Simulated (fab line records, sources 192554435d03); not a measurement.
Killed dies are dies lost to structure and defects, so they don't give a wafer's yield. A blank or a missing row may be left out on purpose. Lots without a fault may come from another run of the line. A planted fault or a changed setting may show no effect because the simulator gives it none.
fab line records | flow n5_finfet
record lots=9 wafers=27 last_day=18
route steps=1938 shown BEOL_M1@817 BEOL_M2@856 BEOL_M4@1111 PASSIVATION@1936
lots that met no fault: from a run of the same line without faults
start_h: hours from the record's first day to the start of the lot's first wafer shown | wait_h: hours since the lot's step before | " the same as in the row above | L1.1+2: a row that stands for several wafers | - no value, or no start given | * or withheld: withheld | < > ~ a bound
route shown NAME@n: a module of which the file shows steps, and the number in the route of the first | usual: mean/standard deviation of fault-free wafers | same: alike in all rows | chamber/n: place in a boat | sites: the reading at each site | _std_site: their standard deviation | _edge_site: outer sites' mean less inner sites' | radius_mm: how far each site lies from the wafer's centre | mask NAME#n: copy n | behind: the tool/chamber that last shaped the wafer | hold: why the lot was held/for how many hours/how that ended | device: the transistor (n, p or np) that didn't switch | end of line: the same wafers' tests at the end of the route | a step without rows: its recipe alone | killed: dies lost to structure and defects at the first sort, not the wafer's yield | map: a wafer's dies, x killed, . not, _ none there
set.NAME: the setting as run; set.NAME@STEP: as run at that earlier step | model.NAME: the simulator's own value behind a step, which no gauge read
steps of the route over a sample of lots; a table a step, a row a wafer
services: from which hour (start_h, from the record's first day; less than 0 if before it) a tool's chamber was out of use, for how many hours, and why
## steps
# step N5_BEOL_M1_ANNEAL_80
# recipe temp_c=400 time_s=240 ambient=vacuum
# usual heater_power_w=837/130
# columns lot.wafer tool chamber start_h wait_h heater_power_w
L260.4 pvd_sputter-01 - 127.39 0.0 890
L260.5 " - " " 777
L260.6 " - " " 803
L261.1 pvd_sputter-03 - 133.23 0.0 818
L261.2 " - " " 709
L261.6 " - " " 784
L262.3 pvd_sputter-03 - 135.99 0.0 807
L262.4 " - " " 729
L262.5 " - " " 762
L263.2 pvd_sputter-02 - 146.35 0.0 1070
L263.3 " - " " 846
L263.6 " - " " 1030
L265.3 pvd_sputter-01 - 159.73 0.0 739
L265.4 " - " " 851
L265.6 " - " " 747
L271.3 pvd_sputter-03 - 204.38 0.0 814
L271.4 " - " " 799
L271.6 " - " " 800
L278.2 pvd_sputter-03 - 237.67 0.0 730
L278.4 " - " " 796
L278.6 " - " " 810
L282.1 pvd_sputter-03 - 267.88 0.0 729
L282.2 " - " " 790
L282.3 " - " " 783
L283.2 pvd_sputter-03 - 271.58 0.0 775
L283.4 " - " " 803
L283.6 " - " " 814
# step N5_BEOL_M1_ANNEAL_87
# recipe temp_c=400 time_s=240 ambient=vacuum
# usual heater_power_w=836/120
# columns lot.wafer tool chamber start_h wait_h heater_power_w
L260.4 pvd_sputter-01 - 127.83 0.0 856
L260.5 " - " " 733
L260.6 " - " " 802
L261.1 pvd_sputter-03 - 133.67 0.0 811
L261.2 " - " " 717
L261.6 " - " " 802
L262.3 pvd_sputter-03 - 136.43 0.0 797
L262.4 " - " " 729
L262.5 " - " " 801
L263.2 pvd_sputter-02 - 146.79 0.0 1063
L263.3 " - " " 844
L263.6 " - " " 1032
L265.3 pvd_sputter-01 - 160.17 0.0 739
L265.4 " - " " 873
L265.6 " - " " 748
L271.3 pvd_sputter-03 - 204.82 0.0 800
L271.4 " - " " 798
L271.6 " - " " 813
L278.2 pvd_sputter-03 - 238.11 0.0 724
L278.4 " - " " 807
L278.6 " - " " 797
L282.1 pvd_sputter-03 - 268.32 0.0 741
L282.2 " - " " 781
L282.3 " - " " 785
L283.2 pvd_sputter-03 - 272.02 0.0 775
L283.4 " - " " 790
L283.6 " - " " 803
# step N5_BEOL_M1_THK_MEAS_53
# recipe thk_meas_gauge=xrf reads=Cu_of_BEOL_M1_ECD_50
# usual M1_THK=40.8/1.7
# columns lot.wafer tool chamber start_h wait_h M1_THK[nm]
L260.4 film_metro-02 - 129.64 - 45.0
L260.5 " - " " 43.2
L260.6 " - " " 42.1
L261.1 film_metro-02 - 135.48 - 40.4
L261.2 " - " " 42.5
L261.6 " - " " 43.4
L262.3 film_metro-01 - 138.26 - 41.7
L262.4 " - " " 42.4
L262.5 " - " " 41.5
L263.2 film_metro-02 - 148.60 - 38.2
L263.3 " - " " 39.0
L263.6 " - " " 39.5
L265.3 film_metro-01 - 161.98 - 38.7
L265.4 " - " " 39.9
L265.6 " - " " 40.4
L271.3 film_metro-01 - 206.62 - 44.3
L271.4 " - " " 44.8
L271.6 " - " " 43.7
L278.2 film_metro-02 - 239.92 - 39.2
L278.4 " - " " 38.4
L278.6 " - " " 39.3
L282.1 film_metro-01 - 270.41 - 41.1
L282.2 " - " " 39.2
L282.3 " - " " 37.8
L283.2 film_metro-01 - 274.13 - 37.8
L283.4 " - " " 38.9
L283.6 " - " " 39.1
# step N5_BEOL_M1_CO_CAP_55
# recipe material=Co target_thk_a=20 temp_c=200 precursor=CCTBA/H2 pressure_torr=30 time_s=102.1
# usual heater_power_w=242/22
# columns lot.wafer tool chamber start_h wait_h heater_power_w
L260.4 cvd_co-02 2 129.77 0.1 279
L260.5 " 0 " " 260
L260.6 " 2 " " 275
L261.1 cvd_co-01 1 135.57 0.0 226
L261.2 " 0 " " 206
L261.6 " 1 " " 225
L262.3 cvd_co-01 0 138.33 0.0 209
L262.4 " 2 " " 233
L262.5 " 1 " " 235
L263.2 cvd_co-01 1 148.67 0.0 232
L263.3 " 2 " " 230
L263.6 " 1 " " 233
L265.3 cvd_co-02 2 162.05 0.0 270
L265.4 " 2 " " 278
L265.6 " 0 " " 256
L271.3 cvd_co-01 2 206.70 0.0 233
L271.4 " 2 " " 230
L271.6 " 1 " " 228
L278.2 cvd_co-02 0 240.00 0.0 255
L278.4 " 2 " " 280
L278.6 " 0 " " 264
L282.1 cvd_co-01 2 270.49 0.0 233
L282.2 " 0 " " 208
L282.3 " 1 " " 230
L283.2 cvd_co-01 0 274.23 0.0 210
L283.4 " 0 " " 205
L283.6 " 2 " " 228
# step N5_BEOL_M1_INSPECT_59
# recipe inspect_instrument=darkfield mode=post_dep
# usual raw_defect_count=73/22
# columns lot.wafer tool chamber start_h wait_h raw_defect_count
L260.4 defect_inspect-01 - 129.98 0.0 93
L260.5 " - " " 45
L260.6 " - " " 59
L261.1 defect_inspect-01 - 135.78 0.0 78
L261.2 " - " " 88
L261.6 " - " " 71
L262.3 defect_inspect-02 - 138.57 0.0 63
L262.4 " - " " 63
L262.5 " - " " 60
L263.2 defect_inspect-02 - 148.88 0.0 95
L263.3 " - " " 70
L263.6 " - " " 128
L265.3 defect_inspect-01 - 162.26 0.0 58
L265.4 " - " " 43
L265.6 " - " " 66
L271.3 defect_inspect-02 - 206.91 0.0 37
L271.4 " - " " 55
L271.6 " - " " 59
L278.2 defect_inspect-02 - 240.21 0.0 82
L278.4 " - " " 83
L278.6 " - " " 80
L282.1 defect_inspect-01 - 270.72 0.0 1120
L282.2 " - " " 63
L282.3 " - " " 68
L283.2 defect_inspect-01 - 274.44 0.0 81
L283.4 " - " " 67
L283.6 " - " " 974
# step N5_BEOL_M2_INSPECT_13
# recipe mode=adi inspect_instrument=brightfield
# usual raw_defect_count=439/100
# columns lot.wafer tool chamber start_h wait_h raw_defect_count
L260.4 defect_inspect-02 - 131.14 0.0 605
L260.5 " - " " 472
L260.6 " - " " 517
L261.1 defect_inspect-02 - 138.06 0.1 398
L261.2 " - " " 446
L261.6 " - " " 386
L262.3 defect_inspect-01 - 139.27 0.0 331
L262.4 " - " " 398
L262.5 " - " " 356
L263.2 defect_inspect-01 - 149.88 0.0 478
L263.3 " - " " 447
L263.6 " - " " 560
L265.3 defect_inspect-01 - 163.50 0.0 337
L265.4 " - " " 435
L265.6 " - " " 444
L271.3 defect_inspect-01 - 208.52 0.0 321
L271.4 " - " " 348
L271.6 " - " " 338
L278.2 defect_inspect-01 - 241.02 0.0 470
L278.4 " - " " 353
L278.6 " - " " 440
L282.1 defect_inspect-01 - 273.30 0.1 1413
L282.2 " - " " 300
L282.3 " - " " 380
L283.2 defect_inspect-02 - 277.10 0.0 369
L283.4 " - " " 569
L283.6 " - " " 1460
# step N5_BEOL_M2_INSPECT_30
# recipe mode=adi inspect_instrument=brightfield
# usual raw_defect_count=442/110
# columns lot.wafer tool chamber start_h wait_h raw_defect_count
L260.4 defect_inspect-02 - 132.04 0.0 588
L260.5 " - " " 468
L260.6 " - " " 517
L261.1 defect_inspect-02 - 139.09 0.1 410
L261.2 " - " " 438
L261.6 " - " " 381
L262.3 defect_inspect-02 - 140.41 0.0 336
L262.4 " - " " 407
L262.5 " - " " 327
L263.2 defect_inspect-02 - 150.76 0.0 463
L263.3 " - " " 433
L263.6 " - " " 526
L265.3 defect_inspect-02 - 164.39 0.0 313
L265.4 " - " " 394
L265.6 " - " " 423
L271.3 defect_inspect-01 - 209.43 0.1 323
L271.4 " - " " 361
L271.6 " - " " 325
L278.2 defect_inspect-01 - 242.10 0.0 464
L278.4 " - " " 381
L278.6 " - " " 478
L282.1 defect_inspect-01 - 274.56 0.1 1467
L282.2 " - " " 323
L282.3 " - " " 398
L283.2 defect_inspect-01 - 278.66 0.1 428
L283.4 " - " " 612
L283.6 " - " " 1489
# step N5_BEOL_M4_RC_MEAS_101
# usual DIBL_N=36.5/1.8 DIBL_P=36.5/2.1 IOFF_N=0.17/0.031 IOFF_P=0.22/0.036 ION_N=677/11 ION_P=463/8 SS_N=71.6/0.61 SS_P=73.3/0.63 VT_N=249/3.1 VT_P=-250/3.3
# columns lot.wafer tool chamber start_h wait_h DIBL_N[mV/V] DIBL_P[mV/V] IOFF_N[nA/um] IOFF_P[nA/um] ION_N[uA/um] ION_P[uA/um] SS_N[mV/dec] SS_P[mV/dec] VT_N[mV] VT_P[mV]
L260.4 prober-02 0 166.55 0.5 33.8 32.6 0.12 0.15 655 446 71.0 72.9 253 -257
L260.5 " 0 " " 35.2 34.7 0.15 0.20 672 457 71.0 73.3 248 -250
L260.6 " 0 " " 33.9 32.7 0.13 0.16 659 447 70.7 71.9 253 -255
L261.1 prober-01 0 176.20 0.0 37.0 37.2 0.18 0.21 689 466 71.7 73.5 244 -254
L261.2 " 0 " " 34.9 34.1 0.14 0.16 662 451 70.4 72.6 251 -255
L261.6 " 0 " " 37.0 35.9 0.17 0.19 683 453 71.9 73.4 248 -254
L262.3 prober-01 0 180.90 0.3 34.9 36.3 0.16 0.17 684 455 71.6 73.8 249 -252
L262.4 " 0 " " 37.1 39.6 0.19 0.23 679 464 71.9 74.0 246 -251
L262.5 " 0 " " 34.9 36.8 0.16 0.18 673 457 71.8 72.7 249 -255
L263.2 prober-02 0 182.71 0.2 40.8 41.5 0.23 0.26 683 462 72.8 74.2 245 -250
L263.3 " 0 " " 37.6 38.2 0.17 0.20 688 465 71.1 73.7 248 -253
L263.6 " 0 " " 37.2 36.6 0.15 0.18 675 454 71.1 73.3 251 -255
L265.3 prober-01 0 202.24 0.3 38.5 38.5 0.21 0.26 694 476 72.0 73.7 242 -245
L265.4 " 0 " " 34.7 34.7 0.14 0.20 681 468 71.0 72.8 250 -248
L265.6 " 0 " " 36.1 35.5 0.15 0.20 679 469 71.7 73.1 250 -249
L271.3 prober-02 0 243.60 0.3 35.7 35.2 0.16 0.19 669 458 71.8 72.9 249 -252
L271.4 " 0 " " 35.7 35.7 0.16 0.20 676 461 71.6 73.1 248 -251
L271.6 " 0 " " 38.2 37.1 0.19 0.22 681 461 71.7 73.4 249 -252
L278.2 prober-02 0 277.49 0.2 38.7 39.5 0.19 0.25 680 469 71.8 73.7 247 -249
L278.4 " 0 " " 35.6 35.4 0.13 0.19 669 461 71.8 73.0 253 -252
L278.6 " 0 " " 38.0 37.7 0.17 0.22 669 460 72.6 73.1 249 -249
L282.1 prober-02 0 312.77 0.0 36.9 37.0 0.17 0.25 673 465 71.8 73.1 247 -246
L282.2 " 0 " " 38.9 39.9 0.21 0.29 687 476 72.7 73.8 247 -243
L282.3 " 0 " " 35.3 35.8 0.16 0.22 683 472 71.2 72.8 250 -248
L283.2 prober-01 0 335.20 0.2 37.0 35.4 0.15 0.20 662 456 72.7 72.6 253 -251
L283.4 " 0 " " 40.1 39.8 0.20 0.28 673 465 72.6 74.4 251 -245
L283.6 " 0 " " 38.5 38.1 0.18 0.25 667 461 71.9 73.8 248 -247
# step N5_PASSIVATION_PROBE_49
# usual defect_limited_yield=91.4/1.5 killed_at_M0_to_M3=35/11 killed_at_M4_up=16/7 killed_at_contacts=11/5.3 killed_at_front_end=37/11 killed_at_other=3.1/2.8 killed_dies=102/18 killed_on_rim=13/3.7 killed_open=69/15 killed_short=31/7.8 sort_bin_5_function=5.1/1.1 sort_bin_6_memory=3.2/0.69 sort_n_pass=1078/18 sort_yield_pct=91.4/1.5
# same gross_dies=1180 killed_at_back_side=0 sort_bin_4_leakage[%]=0 sort_bin_8_speed[%]=0
# columns lot.wafer tool chamber start_h wait_h defect_limited_yield[%] killed_at_M0_to_M3 killed_at_M4_up killed_at_contacts killed_at_front_end killed_at_other killed_dies killed_on_rim killed_open killed_short sort_bin_5_function[%] sort_bin_6_memory[%] sort_n_pass sort_yield_pct[%]
L282.1 prober-02 - 407.53 0.2 79.2 189 5 10 41 1 246 27 78 23 12.4 4.7 934 79.2
L282.2 prober-02 - 407.58 0.3 88.7 42 8 14 63 6 133 18 99 31 6.9 3.9 1047 88.7
L282.3 prober-02 - 407.63 0.3 90.7 56 8 17 27 2 110 14 67 38 5.6 3.0 1070 90.7
L283.2 prober-01 - 439.04 0.1 92.5 43 7 9 28 2 89 19 66 23 4.4 3.0 1091 92.5
L283.4 prober-01 - 439.14 0.2 90.9 29 31 6 38 3 107 14 74 33 5.8 2.9 1073 90.9
L283.6 prober-01 - 439.24 0.3 82.2 170 14 3 20 3 210 25 42 27 11.9 3.3 970 82.2
# killed by level:class
L282.1 BEOL_M1:unspecified=145 STI_FIN_REVEAL:geometric_particle:open=17 BEOL_M1:geometric_particle:open=12 FIN_SAQP:geometric_particle:open=7 BEOL_M0_SAQP:geometric_particle:open=7 MOL_CONTACT_COAG:geometric_particle:open=7 FIN_SAQP:geometric_particle:short=6 BEOL_M0_SAQP:geometric_particle:short=6
L282.2 STI_FIN_REVEAL:geometric_particle:open=20 FIN_SAQP:geometric_particle:open=19 BEOL_M3:geometric_particle:open=12 BEOL_M2:geometric_particle:open=11 MOL_CONTACT_COAG:geometric_particle:open=9 BEOL_M0_SAQP:geometric_particle:open=6 STI_FIN_REVEAL:geometric_particle:short=5 MOL_CONTACT_COAG:geometric_particle:short=5
L282.3 MOL_CONTACT_COAG:geometric_particle:open=15 BEOL_M0_SAQP:geometric_particle:short=12 BEOL_M1:geometric_particle:open=12 BEOL_M0_SAQP:geometric_particle:open=10 BEOL_M2:geometric_particle:open=8 BEOL_M1:geometric_particle:short=6 HKMG_FIN:area_etch=5 BEOL_M3:geometric_particle:open=4
L283.2 BEOL_M3:geometric_particle:open=11 MOL_CONTACT_COAG:geometric_particle:open=9 FIN_SAQP:geometric_particle:open=7 BEOL_M1:geometric_particle:open=7 BEOL_M2:geometric_particle:open=7 BEOL_M0_SAQP:geometric_particle:open=5 BEOL_M0_SAQP:geometric_particle:short=5 DUMMY_GATE:geometric_particle:open=4
L283.4 BEOL_M4:geometric_particle:open=18 STI_FIN_REVEAL:geometric_particle:open=10 BEOL_M2:geometric_particle:open=7 BEOL_M3:geometric_particle:open=7 BEOL_M4:geometric_particle:short=7 DUMMY_GATE:geometric_particle:open=5 BEOL_M3:geometric_particle:short=5 FIN_SAQP:geometric_particle:open=4
L283.6 BEOL_M1:unspecified=138 BEOL_M4:geometric_particle:open=7 BEOL_M0_SAQP:geometric_particle:open=6 BEOL_M0_SAQP:geometric_particle:short=6 BEOL_M0:geometric_particle:short=6 STARTING-WAFER:geometric_particle:open=5 BEOL_M1:geometric_particle:open=4 BEOL_M4:geometric_particle:short=4
## services
# columns tool chamber start_h hours kind
cvd_co-02 1 114.67 - clean
cvd_co-02 1 114.67 22.0 scheduled_down
cvd_co-02 1 114.67 22.0 vent_cycle
cvd_co-01 - 140.05 0.7 repair
cvd_co-02 - 164.31 3.8 pm
cvd_co-01 2 168.85 11.0 repair
cvd_co-01 - 204.15 2.1 repair
cvd_co-02 - 206.61 6.0 pm
cvd_co-01 - 223.42 8.5 repair
## key
first_sign step=N5_BEOL_M1_INSPECT_59 reading=raw_defect_count direction=up sigmas=45 usual=73 struck=1047
effect step=N5_BEOL_M2_INSPECT_13 reading=raw_defect_count direction=up sigmas=9.7 usual=439 struck=1436
effect step=N5_BEOL_M2_INSPECT_30 reading=raw_defect_count direction=up sigmas=9.6 usual=442 struck=1478
effect step=N5_PASSIVATION_PROBE_49 reading=killed_at_M0_to_M3 direction=up sigmas=13 usual=35 struck=180
more_kills_born_at N5_BEOL_M1_CO_CAP_55@cvd_co-01=283
met_at N5_BEOL_M1_CO_CAP_55
struck_lots L282,L283
struck_wafers L282.1,L283.6
not_acting_at N5_BEOL_M1_ANNEAL_80,N5_BEOL_M1_ANNEAL_87,N5_BEOL_M1_THK_MEAS_53
onset_between 206.70 270.49
fault kind=chamber_particle_source tool=cvd_co-01 chamber=2 onset_h=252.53 steps=N5_BEOL_M1_CO_CAP_55 rate_per_visit_cm2=1.4795 end_h=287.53
